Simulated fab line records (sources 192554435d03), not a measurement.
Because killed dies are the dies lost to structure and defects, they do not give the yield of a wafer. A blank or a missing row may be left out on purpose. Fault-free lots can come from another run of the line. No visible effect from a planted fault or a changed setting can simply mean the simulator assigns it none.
Split-lot experiment :: flow n5-finfet :: 21 wafers read across 7 lots, on a route 1938 steps long

THE SPLIT
At N5_GATE_CUT_COAT_34 (time 60 s, resist thk 60 nm), the setting spin-rpm was moved away from the recipe's 1500 rpm on 6 of the 21 wafers read, by -11.1% to +10.7%. This setting was run at the recipe's value on the other wafers.

The reading is taken at the split's own step.

THE READING
SOC_of_GATE_CUT_COAT_34.thk-nm (the simulator's own value, which no gauge read), in nm, at N5_GATE_CUT_COAT_34 (time 60 s, resist thk 60 nm). There is no usual value for it anywhere in the file. The 15 wafers here that ran the recipe average 60.0 nm, standard deviation 0.17 nm.

wafer: L076.2
tool, chamber at the split: litho-track-02, 0
spin-rpm as run, rpm: 1500
against the recipe: recipe
SOC_of_GATE_CUT_COAT_34.thk-nm, nm: 60
against lot-mates on the recipe: -

wafer: L076.6
tool, chamber at the split: litho-track-02, 0
spin-rpm as run, rpm: 1500
against the recipe: recipe
SOC_of_GATE_CUT_COAT_34.thk-nm, nm: 60
against lot-mates on the recipe: -

wafer: L076.4
tool, chamber at the split: litho-track-02, 0
spin-rpm as run, rpm: 1630
against the recipe: +8.7%
SOC_of_GATE_CUT_COAT_34.thk-nm, nm: 57.6
against lot-mates on the recipe: -2.4

wafer: L083.1
tool, chamber at the split: litho-track-01, 0
spin-rpm as run, rpm: 1500
against the recipe: recipe
SOC_of_GATE_CUT_COAT_34.thk-nm, nm: 59.8
against lot-mates on the recipe: -

wafer: L083.4
tool, chamber at the split: litho-track-01, 0
spin-rpm as run, rpm: 1500
against the recipe: recipe
SOC_of_GATE_CUT_COAT_34.thk-nm, nm: 60
against lot-mates on the recipe: -

wafer: L083.5
tool, chamber at the split: litho-track-01, 0
spin-rpm as run, rpm: 1661
against the recipe: +10.7%
SOC_of_GATE_CUT_COAT_34.thk-nm, nm: 57
against lot-mates on the recipe: -2.9

wafer: L085.1
tool, chamber at the split: litho-track-03, 0
spin-rpm as run, rpm: 1500
against the recipe: recipe
SOC_of_GATE_CUT_COAT_34.thk-nm, nm: 60
against lot-mates on the recipe: -

wafer: L085.6
tool, chamber at the split: litho-track-03, 0
spin-rpm as run, rpm: 1500
against the recipe: recipe
SOC_of_GATE_CUT_COAT_34.thk-nm, nm: 60
against lot-mates on the recipe: -

wafer: L085.5
tool, chamber at the split: litho-track-03, 0
spin-rpm as run, rpm: 1500
against the recipe: recipe
SOC_of_GATE_CUT_COAT_34.thk-nm, nm: 59.8
against lot-mates on the recipe: -

wafer: L086.2
tool, chamber at the split: litho-track-01, 0
spin-rpm as run, rpm: 1500
against the recipe: recipe
SOC_of_GATE_CUT_COAT_34.thk-nm, nm: 59.8
against lot-mates on the recipe: -

wafer: L086.3
tool, chamber at the split: litho-track-01, 0
spin-rpm as run, rpm: 1500
against the recipe: recipe
SOC_of_GATE_CUT_COAT_34.thk-nm, nm: 60
against lot-mates on the recipe: -

wafer: L086.6
tool, chamber at the split: litho-track-01, 0
spin-rpm as run, rpm: 1500
against the recipe: recipe
SOC_of_GATE_CUT_COAT_34.thk-nm, nm: 60
against lot-mates on the recipe: -

wafer: L088.2
tool, chamber at the split: litho-track-03, 0
spin-rpm as run, rpm: 1500
against the recipe: recipe
SOC_of_GATE_CUT_COAT_34.thk-nm, nm: 60.2
against lot-mates on the recipe: -

wafer: L088.3
tool, chamber at the split: litho-track-03, 0
spin-rpm as run, rpm: 1500
against the recipe: recipe
SOC_of_GATE_CUT_COAT_34.thk-nm, nm: 60.2
against lot-mates on the recipe: -

wafer: L088.4
tool, chamber at the split: litho-track-03, 0
spin-rpm as run, rpm: 1500
against the recipe: recipe
SOC_of_GATE_CUT_COAT_34.thk-nm, nm: 60.4
against lot-mates on the recipe: -

wafer: L089.2
tool, chamber at the split: litho-track-01, 0
spin-rpm as run, rpm: 1600
against the recipe: +6.7%
SOC_of_GATE_CUT_COAT_34.thk-nm, nm: 58.2
against lot-mates on the recipe: -2.0

wafer: L089.4
tool, chamber at the split: litho-track-01, 0
spin-rpm as run, rpm: 1500
against the recipe: recipe
SOC_of_GATE_CUT_COAT_34.thk-nm, nm: 60.2
against lot-mates on the recipe: -

wafer: L089.6
tool, chamber at the split: litho-track-01, 0
spin-rpm as run, rpm: 1500
against the recipe: recipe
SOC_of_GATE_CUT_COAT_34.thk-nm, nm: 60.2
against lot-mates on the recipe: -

wafer: L096.1
tool, chamber at the split: litho-track-03, 0
spin-rpm as run, rpm: 1333
against the recipe: -11.1%
SOC_of_GATE_CUT_COAT_34.thk-nm, nm: 63.6
against lot-mates on the recipe: no lot-mate on the recipe

wafer: L096.2
tool, chamber at the split: litho-track-03, 0
spin-rpm as run, rpm: 1333
against the recipe: -11.1%
SOC_of_GATE_CUT_COAT_34.thk-nm, nm: 63.6
against lot-mates on the recipe: no lot-mate on the recipe

wafer: L096.6
tool, chamber at the split: litho-track-03, 0
spin-rpm as run, rpm: 1333
against the recipe: -11.1%
SOC_of_GATE_CUT_COAT_34.thk-nm, nm: 63.6
against lot-mates on the recipe: no lot-mate on the recipe

FIT RESULTS
A straight line over all 21 wafers: SOC_of_GATE_CUT_COAT_34.thk-nm changes by -0.304 nm for each +1% of spin-rpm; r = -0.99; the points scatter about the line by 0.17 nm.
The same after taking each lot's own level away (the mean of its wafers on the recipe; 18 wafers): -0.278 nm for each +1%; r = -1.00; scatter 0.09 nm.
Per that fit: largest spin-rpm move, reading shift of 3.1 nm.
The lots' own levels span 59.90 to 60.27 nm, that is 2.2 times the standard deviation above.
The two slopes agree, so the slope changes little with the lot-to-lot level.
Check: with one of the wafers moved furthest among these (+10.7%) left out of the fit, the line predicts -3.06 nm for it against its lot-mates. It came out at -2.9 nm against them.

FURTHER SPLITS ON THESE WAFERS
Before the reading, these wafers also passed through other splits. Each is held against what the fit with the lots' levels taken away leaves over:
other split on the same wafers: N5_ZERO_LAYER_EXPOSE_08 dose-mj
wafers away from the commonest value: 7
r with SOC_of_GATE_CUT_COAT_34.thk-nm (lot level and that fit taken away): -0.19

other split on the same wafers: N5_WELL_APT_COAT_02 spin-rpm
wafers away from the commonest value: 3
r with SOC_of_GATE_CUT_COAT_34.thk-nm (lot level and that fit taken away): +0.51

other split on the same wafers: N5_DUMMY_GATE_CVD_03 temp-c
wafers away from the commonest value: 15
r with SOC_of_GATE_CUT_COAT_34.thk-nm (lot level and that fit taken away): +0.00

other split on the same wafers: N5_SD_EPI_N_COAT_33 spin-rpm
wafers away from the commonest value: 5
r with SOC_of_GATE_CUT_COAT_34.thk-nm (lot level and that fit taken away): -0.29

other split on the same wafers: N5_SD_EPI_N_DEVELOP_08 develop-time-s
wafers away from the commonest value: 5
r with SOC_of_GATE_CUT_COAT_34.thk-nm (lot level and that fit taken away): +0.29

other split on the same wafers: N5_SD_EPI_P_EPI_21 time-s
wafers away from the commonest value: 6
r with SOC_of_GATE_CUT_COAT_34.thk-nm (lot level and that fit taken away): +0.00

other split on the same wafers: N5_SD_ACTIVATION_LSA_01 temp-c
wafers away from the commonest value: 9
r with SOC_of_GATE_CUT_COAT_34.thk-nm (lot level and that fit taken away): -0.01

other split on the same wafers: N5_HKMG_FIN_ETCH_55 bias-w
wafers away from the commonest value: 3
r with SOC_of_GATE_CUT_COAT_34.thk-nm (lot level and that fit taken away): +0.01

other split on the same wafers: N5_HKMG_FIN_ETCH_58 bias-w
wafers away from the commonest value: 6
r with SOC_of_GATE_CUT_COAT_34.thk-nm (lot level and that fit taken away): +0.24

THE FILE'S OWN FIT
SOC_of_GATE_CUT_COAT_34.thk-nm changes by -0.278 nm for each +1% of spin-rpm, r = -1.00.
